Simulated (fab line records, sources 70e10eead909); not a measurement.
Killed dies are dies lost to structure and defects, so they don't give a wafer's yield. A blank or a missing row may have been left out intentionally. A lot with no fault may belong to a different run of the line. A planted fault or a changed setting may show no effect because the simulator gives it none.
fab line records ; flow nand-harc ; part 1 of 2: steps 1 to 18 of 28
record lots=5; wafers=15; last-day=24
route steps=1159 shown A_SGD_CUT@760 A_SLIT@779
lots that met no fault: from a run of the same line without faults
start-h: the number of hours between the record's first day and the start of the first shown wafer of the lot ; wait-h: hours from the lot's prior step to this one ; " unchanged from the row above ; L1.1+2: one row covering several wafers at once ; - no value, or no start was given ; * or withheld: withheld ; < > ~ a bound
route shown NAME@n: a module of which the file shows steps, and the number in the route of the first ; usual: average and standard deviation across the fault-free wafers ; same: alike in all rows ; chamber/n: place in a boat ; sites: per-site readings ; _std_site: the standard deviation of these ; _edge_site: mean of outer sites minus mean of inner sites ; radius-mm: for every site, how far away it sits from the centre of the wafer ; mask NAME#n: copy n ; behind: the last tool/chamber to shape the wafer ; hold: reason for holding the lot/hours on hold/outcome of the hold ; device: whichever transistor did not switch (one of n, p or np) ; end of line: tests run on the same wafers once the route is complete ; step lacking rows: just its recipe ; killed: dies lost to structure and defects at the first sort, not the wafer's yield ; map: a wafer's dies, marking killed ones x, the rest . and places with no die _
set.NAME: the setting as run; set.NAME@STEP: as run at that earlier step ; model.NAME: the simulator's own value behind a step, which no gauge read
lots seen at some steps along the route; tables by step, rows by wafer
services: when a tool's chamber went out of use (start-h, in hours from the record's first day, below 0 if earlier), for how many hours, and the reason
## steps
# step NHARC_A_SGD_CUT_INSPECT_11
# usual raw-defect-count=18/9.5
lot.wafer;tool;chamber;start-h;wait-h;raw-defect-count
L074.2;defect-inspect-02;-;317.22;0.0;5
L074.4;defect-inspect-02;-;317.22;0.0;3
L074.6;defect-inspect-02;-;317.22;0.0;9
L080.2;defect-inspect-01;-;343.12;0.0;10
L080.3;defect-inspect-01;-;343.12;0.0;10
L080.6;defect-inspect-01;-;343.12;0.0;11
L085.1;defect-inspect-01;-;394.55;0.0;21
L085.3;defect-inspect-01;-;394.55;0.0;25
L085.5;defect-inspect-01;-;394.55;0.0;31
L090.3;defect-inspect-01;-;401.65;0.0;25
L090.4;defect-inspect-01;-;401.65;0.0;20
L090.5;defect-inspect-01;-;401.65;0.0;31
L094.3;defect-inspect-01;-;421.06;0.0;28
L094.4;defect-inspect-01;-;421.06;0.0;38
L094.5;defect-inspect-01;-;421.06;0.0;30
# step NHARC_A_SGD_CUT_DESCUM_14
# recipe time-s=3; o2-flow-sccm=200; ar-flow-sccm=0; bias-power-w=0; chemistry=O2
# usual drypump-motor-current-A=5.6/0.46; mfc-ar-sccm=0.014/0.015; oes-product-au=1.002/0.0068; rf-vpp-V=57.8/0.86; showerhead-plenum-p-Torr=1.91/0.085; throttle-valve-pct=11.311/0.0084
# same time-s=3
lot.wafer;tool;chamber;start-h;wait-h;drypump-motor-current-A;mfc-ar-sccm;oes-product-au;rf-hours-counter-h;rf-vpp-V;showerhead-plenum-p-Torr;throttle-valve-pct
L074.2;rie-diel-06;0;317.28;0.1;5.3;0;1.002;5;58.5;2.03;11.308
L074.4;rie-diel-06;3;317.28;0.1;6.4;0.030;1.007;6;59.3;1.79;11.301
L074.6;rie-diel-06;1;317.28;0.1;5.6;0.009;0.991;-;58.0;1.92;11.313
L080.3;rie-diel-09;2;343.20;0.1;5.8;0.005;1.010;10;58.2;2.03;11.306
L080.2;rie-diel-09;3;343.20;0.1;5.5;0.007;0.994;10;57.7;1.81;11.317
L080.6;rie-diel-09;0;343.20;0.1;5.4;0;1.002;-;58.8;1.97;11.309
L085.1;rie-diel-06;2;394.63;0.1;6.2;0.045;1.010;13;59.3;1.99;11.304
L085.3;rie-diel-06;3;394.63;0.1;6.5;0.030;0.998;14;57.3;1.78;11.311
L085.5;rie-diel-06;0;394.63;0.1;5.3;0;1.000;-;58.6;2.03;11.307
L090.3;rie-diel-09;1;401.73;0.1;5.6;0;0.997;7;56.7;1.89;11.317
L090.4;rie-diel-09;0;401.73;0.1;5.4;0;0.997;-;58.5;1.97;11.307
L090.5;rie-diel-09;1;401.73;0.1;5.6;0;1.002;-;57.6;1.90;11.311
L094.4;rie-diel-02;1;421.12;0.1;5.7;0;1.008;4;58.2;1.90;11.315
L094.3;rie-diel-02;0;421.12;0.1;5.9;0.028;1.001;5;57.1;1.79;11.307
L094.5;rie-diel-02;1;421.12;0.1;5.7;0;0.997;-;59.0;1.90;11.312
# step NHARC_A_SGD_CUT_ETCH_58
# recipe target-depth-a=390; over-etch-frac=0.3; time-s=65; ion-energy-ev=80; cf4-flow-sccm=150; ar-flow-sccm=0; rf-w=300; bias-w=100; chemistry=CF4
# usual drypump-motor-current-A=5.6/0.45; mfc-ar-sccm=0.014/0.015; oes-product-au=1.002/0.0065; rf-vpp-V=151.3/1.2; showerhead-plenum-p-Torr=1.77/0.074; throttle-valve-pct=13.284/0.009
# same time-s=65
lot.wafer;tool;chamber;start-h;wait-h;drypump-motor-current-A;mfc-ar-sccm;oes-product-au;rf-hours-counter-h;rf-vpp-V;showerhead-plenum-p-Torr;throttle-valve-pct
L074.2;rie-diel-06;1;317.37;0.1;5.6;0.009;1.004;5;151.6;1.77;13.268
L074.4;rie-diel-06;3;317.37;0.1;6.5;0.030;1.004;6;149.8;1.66;13.283
L074.6;rie-diel-06;2;317.37;0.1;6.2;0.045;1.005;-;151.2;1.84;13.288
L080.2;rie-diel-09;2;343.28;0.1;5.8;0.005;0.997;10;151.3;1.87;13.272
L080.3;rie-diel-09;3;343.28;0.1;5.5;0.007;0.994;10;149.7;1.68;13.294
L080.6;rie-diel-09;0;343.28;0.1;5.4;0;0.991;-;151.9;1.82;13.276
L085.3;rie-diel-06;0;394.72;0.1;5.3;0;1.016;13;152.1;1.87;13.275
L085.1;rie-diel-06;2;394.72;0.1;6.2;0.045;1.001;13;151.7;1.84;13.289
L085.5;rie-diel-06;0;394.72;0.1;5.3;0;0.999;-;152.1;1.87;13.293
L090.3;rie-diel-09;1;401.82;0.1;5.6;0;1.003;7;151.9;1.75;13.286
L090.5;rie-diel-09;0;401.82;0.1;5.4;0;0.999;-;150.8;1.82;13.292
L090.4;rie-diel-09;2;401.82;0.1;5.7;0.005;0.998;-;153.5;1.87;13.294
L094.4;rie-diel-02;0;421.20;0.1;5.9;0.028;1.012;5;149.0;1.66;13.287
L094.3;rie-diel-02;3;421.20;0.1;4.7;0.007;0.996;6;150.8;1.78;13.297
L094.5;rie-diel-02;1;421.20;0.1;5.7;0;0.987;-;150.9;1.76;13.281
# step NHARC_A_SGD_CUT_ETCH_59
# recipe target-depth-a=2600; over-etch-frac=0.25; time-s=406.25; ion-energy-ev=200; n2-flow-sccm=150; h2-flow-sccm=150; ar-flow-sccm=0; rf-w=400; bias-w=150; chemistry=N2/H2
# usual drypump-motor-current-A=5.6/0.45; mfc-ar-sccm=0.013/0.015; oes-product-au=1.002/0.0063; rf-vpp-V=430.4/2.7; showerhead-plenum-p-Torr=2.04/0.094; throttle-valve-pct=14.170/0.0088
# same time-s=406.25
lot.wafer;tool;chamber;start-h;wait-h;drypump-motor-current-A;mfc-ar-sccm;oes-product-au;rf-hours-counter-h;rf-vpp-V;showerhead-plenum-p-Torr;throttle-valve-pct
L074.2;rie-diel-06;2;-;-;6.3;0.045;1.003;6;432.8;2.13;14.172
L074.4;rie-diel-06;3;-;-;6.5;0.030;1.014;6;425.3;1.90;14.159
L074.6;rie-diel-06;1;-;-;5.6;0.009;1.008;-;431.6;2.05;14.164
L080.2;rie-diel-09;0;-;-;5.4;0;1.005;10;431.7;2.10;14.178
L080.3;rie-diel-09;1;-;-;5.6;0;0.993;1;428.9;2.02;14.165
L080.6;rie-diel-09;1;-;-;5.6;0;0.999;-;429.4;2.02;14.160
L085.3;rie-diel-06;2;-;-;6.2;0.045;1.007;13;433.3;2.13;14.177
L085.1;rie-diel-06;0;-;-;5.3;0;0.995;13;434.0;2.17;14.189
L085.5;rie-diel-06;0;-;-;5.3;0;1.008;-;435.0;2.17;14.181
L090.3;rie-diel-09;2;-;-;5.8;0.005;0.991;16;434.0;2.17;14.175
L090.4;rie-diel-09;0;-;-;5.4;0;1.001;-;431.1;2.10;14.173
L090.5;rie-diel-09;1;-;-;5.6;0;0.999;-;430.4;2.02;14.174
L094.4;rie-diel-02;1;-;-;5.7;0;0.998;4;430.2;2.03;14.160
L094.3;rie-diel-02;3;-;-;4.7;0.007;0.993;6;430.1;2.05;14.154
L094.5;rie-diel-02;1;-;-;5.7;0;0.995;-;429.2;2.03;14.175
# step NHARC_A_SGD_CUT_ETCH_15
# recipe target-depth-a=750; time-s=64.3; ch3f-flow-sccm=50; o2-flow-sccm=30; ar-flow-sccm=200; rf-w=500; bias-w=100; chemistry=CH3F/O2
# usual ch3f-flow-sccm=50.01/0.15; drypump-motor-current-A=5.6/0.45; mfc-ar-sccm=199.9/0.66; oes-product-au=0.963/0.015; rf-vpp-V=263.9/1.8; showerhead-plenum-p-Torr=2.46/0.11; throttle-valve-pct=20.663/0.0087
# same time-s=64.3
lot.wafer;tool;chamber;start-h;wait-h;ch3f-flow-sccm;drypump-motor-current-A;mfc-ar-sccm;oes-product-au;rf-hours-counter-h;rf-vpp-V;showerhead-plenum-p-Torr;throttle-valve-pct
L074.4;rie-diel-06;2;-;-;49.70;6.2;199.9;0.980;6;266.1;2.56;20.683
L074.2;rie-diel-06;0;-;-;50.12;5.3;199.4;0.978;6;264.5;2.61;20.666
L074.6;rie-diel-06;2;-;-;49.86;6.2;199.9;0.974;-;265.3;2.56;20.655
L080.2;rie-diel-09;1;-;-;49.85;5.6;199.3;0.955;1;264.6;2.44;20.659
L080.3;rie-diel-09;2;-;-;49.78;5.7;199.7;0.982;10;266.9;2.61;20.668
L080.6;rie-diel-09;3;-;-;49.87;5.5;200.0;0.969;-;260.7;2.33;20.674
L085.3;rie-diel-06;3;-;-;50.09;6.5;200.0;0.963;14;261.9;2.30;20.658
L085.1;rie-diel-06;0;-;-;50.07;5.3;199.4;0.968;13;267.3;2.60;20.659
L085.5;rie-diel-06;3;-;-;49.95;6.5;199.6;0.959;-;260.2;2.30;20.656
L090.3;rie-diel-09;0;-;-;50.12;5.4;201.0;0.982;14;265.4;2.53;20.655
L090.4;rie-diel-09;0;-;-;49.92;5.4;200.9;0.974;-;263.9;2.53;20.667
L090.5;rie-diel-09;1;-;-;49.94;5.6;200.6;0.962;-;262.6;2.44;20.653
L094.3;rie-diel-02;1;-;-;49.90;5.7;198.4;0.961;4;263.0;2.45;20.659
L094.4;rie-diel-02;2;-;-;50.49;5.3;199.2;0.960;7;262.4;2.38;20.674
L094.5;rie-diel-02;0;-;-;49.94;5.9;199.6;0.984;-;261.7;2.31;20.661
# step NHARC_A_SGD_CUT_ETCH_16
# recipe target-depth-a=3105; time-s=155.2; c4f8-flow-sccm=withheld; o2-flow-sccm=8; ar-flow-sccm=withheld; rf-w=600; bias-w=800; chemistry=C4F8/O2/Ar
# usual oes-product-au=0.977/0.013; rf-vpp-V=723/4.3
# same time-s=155.2
lot.wafer;tool;chamber;start-h;wait-h;oes-product-au;rf-hours-counter-h;rf-vpp-V
L074.4;rie-diel-06;0;-;-;0.994;6;728
L074.2;rie-diel-06;1;-;-;0.993;6;725
L074.6;rie-diel-06;3;-;-;1.000;-;717
L080.2;rie-diel-09;1;-;-;0.966;1;722
L080.3;rie-diel-09;3;-;-;0.984;10;719
L080.6;rie-diel-09;1;-;-;0.962;-;722
L085.1;rie-diel-06;0;-;-;0.985;13;729
L085.3;rie-diel-06;3;-;-;0.975;14;717
L085.5;rie-diel-06;0;-;-;0.972;-;729
L090.3;rie-diel-09;1;-;-;0.991;7;721
L090.4;rie-diel-09;2;-;-;0.983;-;730
L090.5;rie-diel-09;0;-;-;0.985;-;728
L094.4;rie-diel-02;1;-;-;0.978;4;723
L094.3;rie-diel-02;3;-;-;0.981;6;725
L094.5;rie-diel-02;0;-;-;0.997;-;718
# step NHARC_A_SGD_CUT_STRIP_60
# recipe c4f8-flow-sccm=withheld; o2-flow-sccm=8; ar-flow-sccm=withheld; bias-w=0; chemistry=C4F8/O2/Ar
lot.wafer;tool;chamber;start-h;wait-h
L074.2+4+6;rie-diel-06;3,0,3;-;-
L080.2+3+6;rie-diel-09;2,0,2;-;-
L085.1+3+5;rie-diel-06;3,0,0;-;-
L090.3+5+4;rie-diel-09;2,0,1;-;-
L094.4+3+5;rie-diel-02;0,2,0;-;-
# step NHARC_A_SGD_CUT_STRIP_17
# recipe o2-flow-sccm=500; ar-flow-sccm=0; bias-w=0; chemistry=O2
# usual drypump-motor-current-A=5.7/0.45; mfc-ar-sccm=0.014/0.015; oes-product-au=1.002/0.0069; rf-vpp-V=57.7/0.99; showerhead-plenum-p-Torr=3.52/0.15; throttle-valve-pct=17.037/0.0087
lot.wafer;tool;chamber;start-h;wait-h;drypump-motor-current-A;mfc-ar-sccm;oes-product-au;rf-hours-counter-h;rf-vpp-V;showerhead-plenum-p-Torr;throttle-valve-pct
L074.4;rie-diel-06;3;-;-;6.5;0.030;1.002;7;57.3;3.31;17.050
L074.2;rie-diel-06;1;-;-;5.6;0.009;0.994;6;59.1;3.54;17.030
L074.6;rie-diel-06;3;-;-;6.5;0.030;1.009;-;56.0;3.31;17.040
L080.2;rie-diel-09;3;-;-;5.5;0.007;0.994;10;57.6;3.35;17.033
L080.3;rie-diel-09;0;-;-;5.4;0;1.011;10;56.4;3.62;17.035
L080.6;rie-diel-09;0;-;-;5.4;0;1.006;-;58.4;3.62;17.022
L085.1;rie-diel-06;3;-;-;6.5;0.030;1.000;14;56.6;3.30;17.035
L085.3;rie-diel-06;2;-;-;6.2;0.045;1.002;13;57.6;3.67;17.029
L085.5;rie-diel-06;2;-;-;6.2;0.045;0.995;-;57.2;3.67;17.031
L090.3;rie-diel-09;1;-;-;5.6;0;1.002;7;57.0;3.50;17.022
L090.4;rie-diel-09;2;-;-;5.8;0.005;0.996;-;59.7;3.73;17.033
L090.5;rie-diel-09;0;-;-;5.4;0;1.000;-;56.6;3.62;17.043
L094.4;rie-diel-02;0;-;-;5.9;0.028;1.009;6;58.6;3.32;17.041
L094.3;rie-diel-02;2;-;-;5.3;0.022;1.016;7;56.8;3.42;17.033
L094.5;rie-diel-02;0;-;-;6.0;0.028;1.004;-;57.8;3.32;17.047
# step NHARC_A_SGD_CUT_PRECLEAN_18
# recipe time-s=*; temp-c=50; bath-age-min=0; chemistry=SC1
# usual temp-c=50.00/0.13
# same time-s=*
lot.wafer;tool;chamber;start-h;wait-h;temp-c
L074.2;wet-bench-07;2;318.67;-;49.81
L074.6;wet-bench-07;6;318.67;-;49.87
L074.4;wet-bench-07;7;318.67;-;49.99
L080.6;wet-bench-06;3;344.15;-;49.82
L080.2;wet-bench-06;6;344.15;-;50.02
L080.3;wet-bench-06;0;344.15;-;49.95
L085.3;wet-bench-07;7;395.77;-;49.90
L085.1;wet-bench-07;0;395.77;-;50.01
L085.5;wet-bench-07;2;395.77;-;50.00
L090.5;wet-bench-07;5;402.84;-;50.03
L090.3;wet-bench-07;1;402.84;-;49.78
L090.4;wet-bench-07;2;402.84;-;50.15
L094.3;wet-bench-06;3;422.09;-;50.02
L094.5;wet-bench-06;5;422.09;-;49.80
L094.4;wet-bench-06;0;422.09;-;50.00
# step NHARC_A_SGD_CUT_SRD_19
lot.wafer;tool;chamber;start-h;wait-h
L074.2+6+4;wet-bench-07;2,6,7;-;-
L080.6+2+3;wet-bench-06;3,6,0;-;-
L085.3+1+5;wet-bench-07;7,0,2;-;-
L090.5+3+4;wet-bench-07;5,1,2;-;-
L094.3+5+4;wet-bench-06;3,5,0;-;-
# step NHARC_A_SGD_CUT_DEP_20
# recipe target-thk-a=1500; temp-c=65; material=SiO2
lot.wafer;tool;chamber;start-h;wait-h
L074.2+4+6;fcvd-01;1,1,0;318.81;-
L080.2+3+6;fcvd-01;1;344.34;-
L085.1+3+5;fcvd-02;0,0,1;395.92;-
L090.3+4+5;fcvd-01;1,0,0;403.04;-
L094.3+4+5;fcvd-02;1,0,0;422.29;-
# step NHARC_A_SGD_CUT_ANNEAL_27
# recipe temp-c=450; time-s=1800
# usual tube-center-temp-C=450.00/0.046; zone-power-lower-pct=5.47/0.21
# same time-s=1800
lot.wafer;tool;chamber;start-h;wait-h;tube-center-temp-C;zone-power-lower-pct
L074.2;furnace-08;0;321.59;2.7;450.05;5.39
L074.4;furnace-08;0;321.59;2.7;449.99;5.38
L074.6;furnace-08;0;321.59;2.7;450.00;5.51
L080.2;furnace-01;0;348.12;3.8;449.96;5.22
L080.3;furnace-01;0;348.12;3.8;450.00;5.18
L080.6;furnace-01;0;348.12;3.8;450.02;5.23
L085.1;furnace-01;0;399.07;3.1;450.01;5.17
L085.3;furnace-01;0;399.07;3.1;449.93;5.18
L085.5;furnace-01;0;399.07;3.1;450.04;5.17
L090.3;furnace-03;0;403.86;0.8;449.98;5.67
L090.4;furnace-03;0;403.86;0.8;449.98;5.70
L090.5;furnace-03;0;403.86;0.8;449.95;5.68
L094.3;furnace-03;0;425.44;3.1;450.00;5.64
L094.4;furnace-03;0;425.44;3.1;450.11;5.70
L094.5;furnace-03;0;425.44;3.1;450.10;5.66
# step NHARC_A_SGD_CUT_CMP_21
# recipe target-thk-nm=148.19
# usual edge-zone-pressure-frac=0.999/0.0052; motor-current-A=12.2/1; time-to-endpoint-s=50.7/2.4
lot.wafer;tool;chamber;start-h;wait-h;edge-zone-pressure-frac;motor-current-A;time-to-endpoint-s
L074.4;cmp-04;0;323.18;0.5;0.996;10.7;47.3
L074.2;cmp-04;1;323.18;0.5;0.997;12.6;48.3
L074.6;cmp-04;1;323.18;0.5;1.003;11.7;48.8
L080.3;cmp-01;1;349.59;0.4;1.002;12.9;48.9
L080.2;cmp-01;0;349.59;0.4;1.002;12.3;48.9
L080.6;cmp-01;2;349.59;0.4;0.991;13.9;49.6
L085.3;cmp-02;0;400.87;0.7;1.003;11.2;50.8
L085.1;cmp-02;2;400.87;0.7;0.999;13.4;52.3
L085.5;cmp-02;3;400.87;0.7;0.995;11.6;50.9
L090.4;cmp-01;3;405.44;0.5;0.994;11.9;50.2
L090.3;cmp-01;0;405.44;0.5;0.998;11.8;51.6
L090.5;cmp-01;1;405.44;0.5;1.009;13.5;53.2
L094.4;cmp-04;2;426.94;0.4;0.998;11.9;46.4
L094.3;cmp-04;1;426.94;0.4;1.005;12.4;48.0
L094.5;cmp-04;2;426.94;0.4;1.001;12.1;49.9
# step NHARC_A_SGD_CUT_THK_MEAS_22
# recipe thk-meas-gauge=ellipsometry
# usual thk-nm=148.4/1.3
lot.wafer;tool;chamber;start-h;wait-h;thk-nm
L074.2;film-metro-02;-;323.44;0.2;147.1
L074.4;film-metro-02;-;323.44;0.2;146.6
L074.6;film-metro-02;-;323.44;0.2;147.1
L080.2;film-metro-01;-;349.85;0.2;148.3
L080.3;film-metro-01;-;349.85;0.2;148.4
L080.6;film-metro-01;-;349.85;0.2;145.9
L085.1;film-metro-02;-;401.10;0.2;148.0
L085.3;film-metro-02;-;401.10;0.2;147.0
L085.5;film-metro-02;-;401.10;0.2;148.3
L090.3;film-metro-02;-;405.64;0.2;148.9
L090.4;film-metro-02;-;405.64;0.2;149.4
L090.5;film-metro-02;-;405.64;0.2;149.0
L094.3;film-metro-02;-;427.20;0.2;148.9
L094.4;film-metro-02;-;427.20;0.2;146.6
L094.5;film-metro-02;-;427.20;0.2;146.0
# step NHARC_A_SGD_CUT_SRD_23
lot.wafer;tool;chamber;start-h;wait-h
L074.4+2+6;wet-bench-07;2,4,5;323.49;0.0
L080.6+3+2;wet-bench-01;6,7,0;349.89;0.0
L085.3+1+5;wet-bench-07;3,4,6;401.14;0.0
L090.3+5+4;wet-bench-07;6,2,3;405.68;0.0
L094.4+5+3;wet-bench-01;0,2,5;427.24;0.0
# step NHARC_A_SGD_CUT_ETCH_26
# recipe target-depth-a=458; chemistry=dHF; material=SiO2
lot.wafer;tool;chamber;start-h;wait-h
L074.4+2+6;wet-bench-07;2,4,5;323.52;0.0
L080.6+3+2;wet-bench-01;6,7,0;349.92;0.0
L085.3+1+5;wet-bench-07;3,4,6;401.17;0.0
L090.3+5+4;wet-bench-07;6,2,3;405.71;0.0
L094.4+5+3;wet-bench-01;0,2,5;427.26;0.0
# step NHARC_A_SGD_CUT_ETCHBACK_24
# recipe target-depth-a=500; over-etch-frac=0.3; time-s=92.857; ion-energy-ev=120; ch3f-flow-sccm=50; o2-flow-sccm=30; ar-flow-sccm=200; rf-w=500; bias-w=100; chemistry=CH3F/O2
# usual ch3f-flow-sccm=50.02/0.16; drypump-motor-current-A=5.6/0.43; mfc-ar-sccm=200.1/0.57; oes-product-au=0.97/0.035; rf-vpp-V=244.4/1.6; showerhead-plenum-p-Torr=2.45/0.1; throttle-valve-pct=20.663/0.0095
# same time-s=92.857
lot.wafer;tool;chamber;start-h;wait-h;ch3f-flow-sccm;drypump-motor-current-A;mfc-ar-sccm;oes-product-au;rf-hours-counter-h;rf-vpp-V;showerhead-plenum-p-Torr;throttle-valve-pct
L074.4;rie-diel-02;0;323.71;0.2;49.91;5.9;201.0;1.00;12;242.2;2.31;20.664
L074.2;rie-diel-02;1;323.71;0.2;49.86;5.7;200.2;1.00;11;244.1;2.45;20.663
L074.6;rie-diel-02;0;323.71;0.2;50.02;5.9;200.7;0.99;-;243.5;2.31;20.666
L080.2;rie-diel-02;1;350.07;0.1;49.81;5.8;199.2;1.00;1;246.0;2.45;20.670
L080.3;rie-diel-02;0;350.07;0.1;50.06;5.9;200.1;1.00;1;242.1;2.31;20.667
L080.6;rie-diel-02;1;350.07;0.1;49.91;5.7;199.6;1.00;-;245.1;2.45;20.662
L085.1;rie-diel-06;2;401.34;0.2;50.15;6.2;200.4;0.93;14;245.8;2.56;20.670
L085.3;rie-diel-06;3;401.34;0.2;50.22;6.5;201.1;0.92;15;242.6;2.30;20.647
L085.5;rie-diel-06;2;401.34;0.2;49.78;6.2;200.6;0.92;-;247.5;2.56;20.649
L090.4;rie-diel-02;3;405.88;0.1;49.91;4.8;199.9;1.00;5;245.4;2.47;20.656
L090.3;rie-diel-02;1;405.88;0.1;49.91;5.7;199.9;1.00;4;244.2;2.45;20.669
L090.5;rie-diel-02;2;405.88;0.1;50.30;5.3;199.7;1.00;-;244.2;2.38;20.676
L094.3;rie-diel-09;1;427.45;0.2;50.29;5.6;199.7;1.00;10;245.4;2.43;20.665
L094.4;rie-diel-09;2;427.45;0.2;49.95;5.8;200.5;1.00;19;246.3;2.60;20.661
L094.5;rie-diel-09;0;427.45;0.2;49.79;5.4;200.2;1.01;-;244.8;2.52;20.670
# step NHARC_A_SGD_CUT_STRIP_28
# recipe time-s=20; o2-flow-sccm=500; ar-flow-sccm=0; bias-w=0; chemistry=O2
# usual drypump-motor-current-A=5.6/0.42; mfc-ar-sccm=0.012/0.014; oes-product-au=1.002/0.0074; rf-vpp-V=57.8/0.89; showerhead-plenum-p-Torr=3.52/0.14; throttle-valve-pct=17.037/0.0092
# same time-s=20
lot.wafer;tool;chamber;start-h;wait-h;drypump-motor-current-A;mfc-ar-sccm;oes-product-au;rf-hours-counter-h;rf-vpp-V;showerhead-plenum-p-Torr;throttle-valve-pct
L074.4;rie-diel-02;3;-;-;4.7;0.007;1.008;11;58.5;3.55;17.057
L074.2;rie-diel-02;0;-;-;5.9;0.028;0.999;12;57.3;3.32;17.014
L074.6;rie-diel-02;2;-;-;5.3;0.022;1.003;-;58.1;3.42;17.040
L080.3;rie-diel-02;2;-;-;5.3;0.022;1.005;1;58.8;3.42;17.038
L080.2;rie-diel-02;0;-;-;5.9;0.028;1.010;1;57.5;3.32;17.032
L080.6;rie-diel-02;1;-;-;5.7;0;0.999;-;58.0;3.51;17.039
L085.3;rie-diel-06;3;-;-;6.5;0.030;1.006;15;56.9;3.30;17.038
L085.1;rie-diel-06;0;-;-;5.3;0;1.016;14;59.3;3.73;17.059
L085.5;rie-diel-06;1;-;-;5.7;0.009;1.017;-;57.6;3.53;17.031
L090.3;rie-diel-02;0;-;-;5.9;0.028;1.001;5;57.0;3.32;17.038
L090.4;rie-diel-02;1;-;-;5.7;0;1.004;4;58.7;3.51;17.036
L090.5;rie-diel-02;3;-;-;4.7;0.007;0.991;-;57.8;3.54;17.052
L094.3;rie-diel-09;2;-;-;5.8;0.005;1.010;19;58.0;3.73;17.043
L094.4;rie-diel-09;3;-;-;5.5;0.007;0.986;18;58.0;3.34;17.027
L094.5;rie-diel-09;1;-;-;5.6;0;0.998;-;57.7;3.50;17.033
